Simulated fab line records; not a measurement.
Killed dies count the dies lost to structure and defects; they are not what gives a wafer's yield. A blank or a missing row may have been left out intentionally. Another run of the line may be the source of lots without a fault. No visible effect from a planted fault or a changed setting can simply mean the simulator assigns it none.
Chamber matching	flow nandHarc	rieDiel-03 running NHARC_A_CONTACT_ETCH_48: 4 sister chambers
The step etches the open film in CF4, target depth 39 nm, time 65 s. 17 wafers are shown with their chamber, then 8 later ones without.

## WAFERS, EACH WITH ITS CHAMBER
wafer	chamber	oesProductAu (a.u.)	showerheadPlenumPTorr (Torr)	rfVppV (V)
L671.3	3	0.991	1.65	149.5
L671.4	0	1.011	1.64	149.7
L671.6	2	1.012	1.79	151.7
L676.3	2	1.007	1.78	150.7
L676.5	3	0.997	1.65	149.0
L676.6	2	1.009	1.78	151.1
L679.1	0	1.003	1.64	149.8
L679.5	1	0.983	1.79	151.9
L679.6	0	1.002	1.64	150.6
L682.1	3	1.002	1.64	149.9
L682.3	0	1.004	1.64	150.8
L682.4	2	1.012	1.78	151.3
L681.2	2	1.005	1.78	152.0
L681.4	3	0.993	1.64	149.4
L681.6	2	1.002	1.78	150.2
L685.4	2	1.008	1.78	153.0
L685.5	0	1.005	1.91	154.3

SIGNATURES (means of the wafers above)
reading	chamber 0	chamber 1	chamber 2	chamber 3	scatter within a chamber
oesProductAu	1.00500	0.98300	1.00786	0.99575	0.00392
showerheadPlenumPTorr	1.6940	1.7900	1.7814	1.6450	0.0671
rfVppV	151.040	151.900	151.429	149.450	1.23
Rule: a wafer lies at a distance from a chamber equal to the root of the sum of squares, over the readings, of (its reading less the chamber's mean, divided by the reading's scatter). If the next closest chamber is less than 2 further off than the closest, the wafer can't be placed; otherwise it belongs to the closest. The scatter: the root of (the sum of the squares of (reading less its chamber's mean) over the shown wafers, divided by (wafers less chambers)).

## WAFERS WITHOUT THEIR CHAMBER
wafer	oesProductAu (a.u.)	showerheadPlenumPTorr (Torr)	rfVppV (V)
L685.6	1.007	1.64	149.9
L687.1	0.973	1.78	151.4
L687.4	1.000	1.64	149.7
L687.5	0.992	1.78	153.2
L690.4	1.012	1.78	151.1
L690.6	1.009	1.64	149.7
L691.3	1.006	1.90	153.7
L691.6	1.013	1.78	151.1

## CHAMBER TAKEN BY EACH
wafer	from the rows above	in truth
L685.6	can't be placed: 0 or 2 or 3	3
L687.1	1	1
L687.4	can't be placed: 3 or 0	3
L687.5	can't be placed: 1 or 3 or 0 or 2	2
L690.4	can't be placed: 2 or 0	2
L690.6	can't be placed: 0 or 2 or 3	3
L691.3	can't be placed: 2 or 0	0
L691.6	can't be placed: 2 or 0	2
1 of 8 placed correctly. Cannot be placed on the basis of these rows: 7; the candidates contain the true chamber in 7. 0 placed wrongly.
